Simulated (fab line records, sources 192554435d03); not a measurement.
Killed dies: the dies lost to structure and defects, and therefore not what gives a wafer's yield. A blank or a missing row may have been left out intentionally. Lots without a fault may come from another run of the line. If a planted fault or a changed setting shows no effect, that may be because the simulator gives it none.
Chamber matching :: flow n5Finfet :: N5_FIN_SAQP_SPACER2_ALD_28 on aldSin-02: 4 sister chambers
The step deposits SiO2, target thk 8.1 nm, pulse time 1 s, purge time 2 s. 8 wafers are shown with their chamber, then 10 later ones without.

EACH WAFER AND ITS CHAMBER
wafer: L076.3
chamber: 3
heaterPowerW (W): 522
precursorPulseHeightRel: 1.008

wafer: L076.5
chamber: 3
heaterPowerW (W): 519
precursorPulseHeightRel: 0.997

wafer: L081.5
chamber: 0
heaterPowerW (W): 556
precursorPulseHeightRel: 0.980

wafer: L084.6
chamber: 2
heaterPowerW (W): 509
precursorPulseHeightRel: 1.023

wafer: L086.4
chamber: 2
heaterPowerW (W): 503
precursorPulseHeightRel: 1.013

wafer: L086.5
chamber: 1
heaterPowerW (W): 471
precursorPulseHeightRel: 0.991

wafer: L090.3
chamber: 0
heaterPowerW (W): 556
precursorPulseHeightRel: 0.988

wafer: L090.4
chamber: 1
heaterPowerW (W): 491
precursorPulseHeightRel: 0.991

WAFERS MISSING THEIR CHAMBER
wafer: L090.5
heaterPowerW (W): 563
precursorPulseHeightRel: 0.953

wafer: L092.1
heaterPowerW (W): 493
precursorPulseHeightRel: 0.974

wafer: L092.2
heaterPowerW (W): 543
precursorPulseHeightRel: 1.005

wafer: L092.3
heaterPowerW (W): 485
precursorPulseHeightRel: 1.029

wafer: L093.2
heaterPowerW (W): 487
precursorPulseHeightRel: 1.014

wafer: L093.3
heaterPowerW (W): 530
precursorPulseHeightRel: 0.983

wafer: L093.4
heaterPowerW (W): 572
precursorPulseHeightRel: 1.029

wafer: L097.2
heaterPowerW (W): 476
precursorPulseHeightRel: 0.988

wafer: L097.4
heaterPowerW (W): 527
precursorPulseHeightRel: 0.969

wafer: L097.5
heaterPowerW (W): 508
precursorPulseHeightRel: 1.030

THE CHAMBER EACH PASSED THROUGH
wafer: L090.5
from the rows above: 0
in truth: 0

wafer: L092.1
from the rows above: 1
in truth: 1

wafer: L092.2
from the rows above: can't be placed: 3 or 0
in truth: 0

wafer: L092.3
from the rows above: 2
in truth: 2

wafer: L093.2
from the rows above: can't be placed: 2 or 1
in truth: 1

wafer: L093.3
from the rows above: can't be placed: 0 or 3
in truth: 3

wafer: L093.4
from the rows above: can't be placed: 0 or 3 or 2
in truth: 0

wafer: L097.2
from the rows above: 1
in truth: 1

wafer: L097.4
from the rows above: can't be placed: 0 or 3
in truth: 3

wafer: L097.5
from the rows above: 2
in truth: 2
Placed correctly: 5 of 10. Unplaceable from these rows: 5, with the true chamber sitting among the candidates in 5. Wrongly placed: 0.
How it was worked out, from the rows above alone: a wafer's distance from a chamber is the root of the sum, over the readings, of the square of ((its reading less the chamber's mean) divided by the reading's scatter). The wafer belongs to the nearest chamber; if the next one is less than 2 further off, it can't be placed. The mean given for a chamber averages the wafers shown for that chamber. The scatter: the root of (the sum of the squares of (reading less its chamber's mean) over the shown wafers, divided by (wafers less chambers)).
